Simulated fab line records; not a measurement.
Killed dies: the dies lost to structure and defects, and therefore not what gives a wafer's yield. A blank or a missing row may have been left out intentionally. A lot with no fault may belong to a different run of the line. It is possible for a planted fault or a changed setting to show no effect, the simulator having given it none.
Matching of chambers :: flow nand_harc :: pecvd-03 running NHARC_P_M0_DEP_32: 3 sister chambers
The step deposits SiCN, target thk 30 nm. 36 wafers are shown with their chamber, then 12 later ones without.

== WAFERS WITH THEIR CHAMBER ==
wafer: L074.2
chamber: 1
heater_power_w (W): 557
susceptor_temp_C (C): 370.03
rf_fwd_power_W (W): 451.1

wafer: L074.5
chamber: 0
heater_power_w (W): 533
susceptor_temp_C (C): 370.54
rf_fwd_power_W (W): 449.1

wafer: L074.6
chamber: 1
heater_power_w (W): 552
susceptor_temp_C (C): 369.96
rf_fwd_power_W (W): 450.1

wafer: L076.1
chamber: 0
heater_power_w (W): 562
susceptor_temp_C (C): 369.95
rf_fwd_power_W (W): 448.7

wafer: L076.2
chamber: 2
heater_power_w (W): 482
susceptor_temp_C (C): 370.17
rf_fwd_power_W (W): 447.9

wafer: L076.6
chamber: 0
heater_power_w (W): 588
susceptor_temp_C (C): 369.95
rf_fwd_power_W (W): 449.5

wafer: L078.2
chamber: 0
heater_power_w (W): 546
susceptor_temp_C (C): 369.93
rf_fwd_power_W (W): 448.0

wafer: L078.3
chamber: 2
heater_power_w (W): 470
susceptor_temp_C (C): 369.88
rf_fwd_power_W (W): 450.2

wafer: L078.6
chamber: 0
heater_power_w (W): 564
susceptor_temp_C (C): 369.97
rf_fwd_power_W (W): 448.0

wafer: L075.1
chamber: 1
heater_power_w (W): 561
susceptor_temp_C (C): 370.10
rf_fwd_power_W (W): 449.6

wafer: L075.2
chamber: 0
heater_power_w (W): 564
susceptor_temp_C (C): 369.90
rf_fwd_power_W (W): 448.8

wafer: L075.3
chamber: 2
heater_power_w (W): 444
susceptor_temp_C (C): 370.33
rf_fwd_power_W (W): 449.5

wafer: L082.1
chamber: 2
heater_power_w (W): 400
susceptor_temp_C (C): 369.80
rf_fwd_power_W (W): 449.1

wafer: L082.2
chamber: 1
heater_power_w (W): 590
susceptor_temp_C (C): 370.01
rf_fwd_power_W (W): 449.2

wafer: L082.4
chamber: 2
heater_power_w (W): 420
susceptor_temp_C (C): 370.09
rf_fwd_power_W (W): 450.4

wafer: L084.1
chamber: 2
heater_power_w (W): 506
susceptor_temp_C (C): 369.80
rf_fwd_power_W (W): 447.8

wafer: L084.2
chamber: 0
heater_power_w (W): 590
susceptor_temp_C (C): 370.06
rf_fwd_power_W (W): 449.1

wafer: L084.6
chamber: 1
heater_power_w (W): 587
susceptor_temp_C (C): 370.20
rf_fwd_power_W (W): 448.2

wafer: L085.1
chamber: 1
heater_power_w (W): 630
susceptor_temp_C (C): 369.66
rf_fwd_power_W (W): 448.3

wafer: L085.3
chamber: 0
heater_power_w (W): 586
susceptor_temp_C (C): 369.81
rf_fwd_power_W (W): 449.8

wafer: L085.6
chamber: 2
heater_power_w (W): 435
susceptor_temp_C (C): 369.92
rf_fwd_power_W (W): 450.4

wafer: L087.1
chamber: 0
heater_power_w (W): 560
susceptor_temp_C (C): 369.72
rf_fwd_power_W (W): 450.5

wafer: L087.4
chamber: 2
heater_power_w (W): 425
susceptor_temp_C (C): 370.26
rf_fwd_power_W (W): 450.1

wafer: L087.6
chamber: 0
heater_power_w (W): 576
susceptor_temp_C (C): 369.79
rf_fwd_power_W (W): 449.6

wafer: L088.1
chamber: 0
heater_power_w (W): 601
susceptor_temp_C (C): 369.82
rf_fwd_power_W (W): 448.3

wafer: L088.5
chamber: 0
heater_power_w (W): 590
susceptor_temp_C (C): 369.97
rf_fwd_power_W (W): 448.8

wafer: L088.6
chamber: 1
heater_power_w (W): 589
susceptor_temp_C (C): 369.48
rf_fwd_power_W (W): 450.1

wafer: L090.1
chamber: 0
heater_power_w (W): 580
susceptor_temp_C (C): 369.87
rf_fwd_power_W (W): 450.8

wafer: L090.3
chamber: 2
heater_power_w (W): 426
susceptor_temp_C (C): 370.39
rf_fwd_power_W (W): 449.3

wafer: L090.6
chamber: 2
heater_power_w (W): 431
susceptor_temp_C (C): 370.02
rf_fwd_power_W (W): 448.8

wafer: L089.1
chamber: 2
heater_power_w (W): 455
susceptor_temp_C (C): 370.25
rf_fwd_power_W (W): 450.1

wafer: L089.4
chamber: 2
heater_power_w (W): 450
susceptor_temp_C (C): 370.24
rf_fwd_power_W (W): 448.3

wafer: L089.5
chamber: 0
heater_power_w (W): 588
susceptor_temp_C (C): 370.19
rf_fwd_power_W (W): 448.0

wafer: L091.2
chamber: 0
heater_power_w (W): 501
susceptor_temp_C (C): 370.19
rf_fwd_power_W (W): 448.4

wafer: L091.4
chamber: 2
heater_power_w (W): 485
susceptor_temp_C (C): 369.51
rf_fwd_power_W (W): 447.0

wafer: L091.6
chamber: 1
heater_power_w (W): 621
susceptor_temp_C (C): 369.95
rf_fwd_power_W (W): 448.9

SIGNATURES (means of the wafers above)
reading: heater_power_w
chamber 0: 568.60
chamber 1: 585.88
chamber 2: 448.38
scatter within a chamber: 28.3

reading: susceptor_temp_C
chamber 0: 369.9773
chamber 1: 369.9237
chamber 2: 370.0508
scatter within a chamber: 0.232

reading: rf_fwd_power_W
chamber 0: 449.027
chamber 1: 449.438
chamber 2: 449.146
scatter within a chamber: 0.995
Rule: a wafer's distance from a chamber is the root of the sum, over the readings, of the square of ((its reading less the chamber's mean) divided by the reading's scatter). The wafer belongs to the nearest chamber; if the next one is less than 2 further off, it can't be placed. The scatter: the root of (the sum of the squares of (reading less its chamber's mean) over the shown wafers, divided by (wafers less chambers)).

== WAFERS WHOSE CHAMBER IS MISSING ==
wafer: L093.3
heater_power_w (W): 547
susceptor_temp_C (C): 370.16
rf_fwd_power_W (W): 448.4

wafer: L093.5
heater_power_w (W): 477
susceptor_temp_C (C): 370.18
rf_fwd_power_W (W): 445.6

wafer: L093.6
heater_power_w (W): 592
susceptor_temp_C (C): 370.06
rf_fwd_power_W (W): 450.8

wafer: L094.1
heater_power_w (W): 504
susceptor_temp_C (C): 369.72
rf_fwd_power_W (W): 449.8

wafer: L094.4
heater_power_w (W): 629
susceptor_temp_C (C): 370.08
rf_fwd_power_W (W): 446.6

wafer: L094.5
heater_power_w (W): 510
susceptor_temp_C (C): 369.49
rf_fwd_power_W (W): 450.1

wafer: L096.1
heater_power_w (W): 593
susceptor_temp_C (C): 370.32
rf_fwd_power_W (W): 449.8

wafer: L096.3
heater_power_w (W): 474
susceptor_temp_C (C): 369.86
rf_fwd_power_W (W): 449.6

wafer: L096.5
heater_power_w (W): 474
susceptor_temp_C (C): 369.89
rf_fwd_power_W (W): 448.2

wafer: L097.1
heater_power_w (W): 430
susceptor_temp_C (C): 370.08
rf_fwd_power_W (W): 450.7

wafer: L097.3
heater_power_w (W): 567
susceptor_temp_C (C): 369.76
rf_fwd_power_W (W): 447.7

wafer: L097.6
heater_power_w (W): 434
susceptor_temp_C (C): 370.25
rf_fwd_power_W (W): 450.2

== WHICH CHAMBER EACH WENT THROUGH ==
wafer: L093.3
from the rows above: can't be placed: 0 or 1
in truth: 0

wafer: L093.5
from the rows above: can't be placed: 2 or 0 or 1
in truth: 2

wafer: L093.6
from the rows above: can't be placed: 1 or 0
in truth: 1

wafer: L094.1
from the rows above: can't be placed: 2 or 0 or 1
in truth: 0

wafer: L094.4
from the rows above: can't be placed: 0 or 1
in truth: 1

wafer: L094.5
from the rows above: can't be placed: 0 or 1 or 2
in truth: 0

wafer: L096.1
from the rows above: can't be placed: 1 or 0
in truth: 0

wafer: L096.3
from the rows above: 2
in truth: 2

wafer: L096.5
from the rows above: can't be placed: 2 or 0
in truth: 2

wafer: L097.1
from the rows above: 2
in truth: 2

wafer: L097.3
from the rows above: can't be placed: 0 or 1
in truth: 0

wafer: L097.6
from the rows above: 2
in truth: 2
Placed correctly: 3 of 12. Cannot be placed on the basis of these rows: 9; the candidates contain the true chamber in 9. Placed wrongly: 0.
